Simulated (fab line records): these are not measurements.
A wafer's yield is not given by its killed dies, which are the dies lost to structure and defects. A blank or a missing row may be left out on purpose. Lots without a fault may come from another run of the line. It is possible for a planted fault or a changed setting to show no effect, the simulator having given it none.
Struck lot and sound lot, side by side ; flow n5 finfet ; 36 out of 1938 route steps
Sound: the wafers L423.1, L423.3, L423.4. Struck: wafers L426.1, L426.2, L426.4. The cause is given at the end.
Each step with rows lists, per side, the tool, then ch with its chambers, then its first start. Under that, the readings that differ: sound wafers ; struck wafers ; difference of the means ; sigmas: that difference in standard deviations of wafers without a fault.
alike: words and numbers the same on both sides, and readings whose means are apart by under 2 such deviations; not compared: readings that were withheld, readings missing a value for some wafer, numbers with overlapping values and no deviation given by the record, and bounds like >300 which may hide the same value.
Wherever a step has rows on one side only, a row that says differs or no value, or a row with sigmas, the two part there. Numbers that don't overlap but have no deviation are shown without sigmas and don't part them. A reading missing from all wafers of one side parts the sides only when that side holds two or more wafers.

first, 9 steps without rows for these wafers: N5_PMOS_HMC_CHANNEL_EPI_EXPOSE_06 (exposes mask PMOS HMC BLK, target cd 240 nm); N5_PMOS_HMC_CHANNEL_EPI_PEB_07 (peb time 60 s); N5_PMOS_HMC_CHANNEL_EPI_DEVELOP_08 (develop time 30 s); N5_PMOS_HMC_CHANNEL_EPI_DESCUM_14 (chemistry O2, time 7.9 s); N5_PMOS_HMC_CHANNEL_EPI_ETCH_32 (etches BARC in N2/H2, stops on SiO2, target depth 85.8 nm, time 50.3 s); N5_PMOS_HMC_CHANNEL_EPI_HM_OPEN_15 (chemistry CHF3/O2, target SiO2, target depth 40.6 nm, time 20.3 s); N5_PMOS_HMC_CHANNEL_EPI_STRIP_33 (strips in N2/H2); N5_PMOS_HMC_CHANNEL_EPI_STRIP_17 (strips in SPM, time 750 s); N5_PMOS_HMC_CHANNEL_EPI_ETCH_38 (etches SiO2 in CF4, target depth 1.5 nm).
N5_PMOS_HMC_CHANNEL_EPI_FIN_RECESS_16: chemistry HBr/Cl2, target Si, target depth 54 nm, time 18 s.
  sound on rie si-06 ch 1,2,3, day 2 05:44; struck on rie si-06 ch 0,2,3, day 3 00:07
reading;sound;struck;difference;sigmas
oes product au (a.u.);0.962 0.997 0.967;0.819 0.833 0.780;-0.165;-8
model.PMOS_HMC_CHANNEL_EPI.feature depth nm (nm);52.13 52.43 53.83;35.81 37.15 35.6;-16.61;
model.etch.depth nm (nm);52.13 52.43 53.83;35.81 37.15 35.6;-16.61;
model.SiO2_of_PMOS_HMC_CHANNEL_EPI_HM_DEP_34.thk nm (nm);30.36 30.42 29.79;32.35 32.45 32.74;+2.32;
  alike: drypump motor current A, throttle valve pct
  not compared: rf hours counter h
then, 1 step without rows for these wafers: N5_PMOS_HMC_CHANNEL_EPI_PRECLEAN_36 (cleans in O3/DIW, time 45 s).
N5_PMOS_HMC_CHANNEL_EPI_PRECLEAN_18: cleans in DHF, time 30 s.
  sound on wet bench-04 ch 1,3,5, day 2 05:52; struck on wet bench-01 ch 0,4,7, day 3 00:14
reading;sound;struck;difference;sigmas
model.SiO2_of_PMOS_HMC_CHANNEL_EPI_HM_DEP_34.thk nm (nm);24.77 24.78 24.21;26.7 26.84 27.09;+2.3;
then, 5 steps without rows for these wafers: N5_PMOS_HMC_CHANNEL_EPI_SRD_19 (time 30 s); N5_PMOS_HMC_CHANNEL_EPI_EPI_20 (deposits SiGe30, target thk 59 nm); N5_PMOS_HMC_CHANNEL_EPI_HM_STRIP_35 (strips SiO2 in dHF, material SiO2, target depth 39.6 nm, time 216 s); N5_PMOS_HMC_CHANNEL_EPI_SRD_39 (time 30 s); N5_PMOS_HMC_CHANNEL_EPI_CMP_21 (polishes SiGe30, target thk 54 nm).
N5_PMOS_HMC_CHANNEL_EPI_THK_MEAS_22:
  sound on film metro-01, day 2 07:35; struck on film metro-01, day 3 02:02
reading;sound;struck;difference;sigmas
HMC_CMP_THK (nm);52.0 52.3 53.8;35.9 37.3 35.6;-16.4;-18
then, 17 steps without rows for these wafers: N5_PMOS_HMC_CHANNEL_EPI_PRECLEAN_40 (cleans in DHF, time 30 s); N5_PMOS_HMC_CHANNEL_EPI_PRECLEAN_37 (cleans in O3/DIW, time 45 s); N5_PMOS_HMC_CHANNEL_EPI_PRECLEAN_24 (cleans in DHF, time 30 s); N5_PMOS_HMC_CHANNEL_EPI_SRD_25 (time 30 s); N5_PMOS_HMC_CHANNEL_EPI_EPI_26 (deposits Si from SiH4/H2, target thk 3.8 nm, time 22.7 s); N5_FIN_SAQP_PRECLEAN_42 (cleans in O3/DIW, time 60 s); N5_FIN_SAQP_PRECLEAN_00 (cleans in SC1, time 60 s); N5_FIN_SAQP_PRECLEAN_44 (cleans in SC2, time 45 s); N5_FIN_SAQP_SRD_01 (time 30 s); N5_FIN_SAQP_ALD_61 (deposits SiO2, target thk 4 nm, pulse time 1 s, purge time 2 s); N5_FIN_SAQP_DENSIFY_62 (time 60 s); N5_FIN_SAQP_HM_DEP_03 (deposits SiNx from SiH4/NH3/N2, target thk 38 nm, time 33.6 s); N5_FIN_SAQP_PECVD_47 (deposits a-Si from SiH4/He, target thk 45 nm, time 36.3 s); N5_FIN_SAQP_PECVD_48 (deposits SiNx from SiH4/NH3/N2, target thk 25 nm, time 22.1 s); N5_FIN_SAQP_PECVD_06 (deposits a-Si from SiH4/He, target thk 60 nm, time 48.1 s); N5_FIN_SAQP_HM_DEP_72 (deposits SiO2 from SiH4/N2O, target thk 12 nm, time 7.2 s); N5_FIN_SAQP_COAT_49 (time 60 s, resist thk 100 nm).
N5_BEOL_M4_RC_MEAS_101:
  the record has rows for the sound wafers here (prober-02 ch 0, day 7 19:06) and none for the struck ones

## WHERE THEY PART
Last at N5_BEOL_M4_RC_MEAS_101 as far as this record goes, first at N5_PMOS_HMC_CHANNEL_EPI_FIN_RECESS_16.

WHY: the cause the simulator had injected
Process parameters drifting: rie si-06 at N5_PMOS_HMC_CHANNEL_EPI_FIN_RECESS_16, beginning at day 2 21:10. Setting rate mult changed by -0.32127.
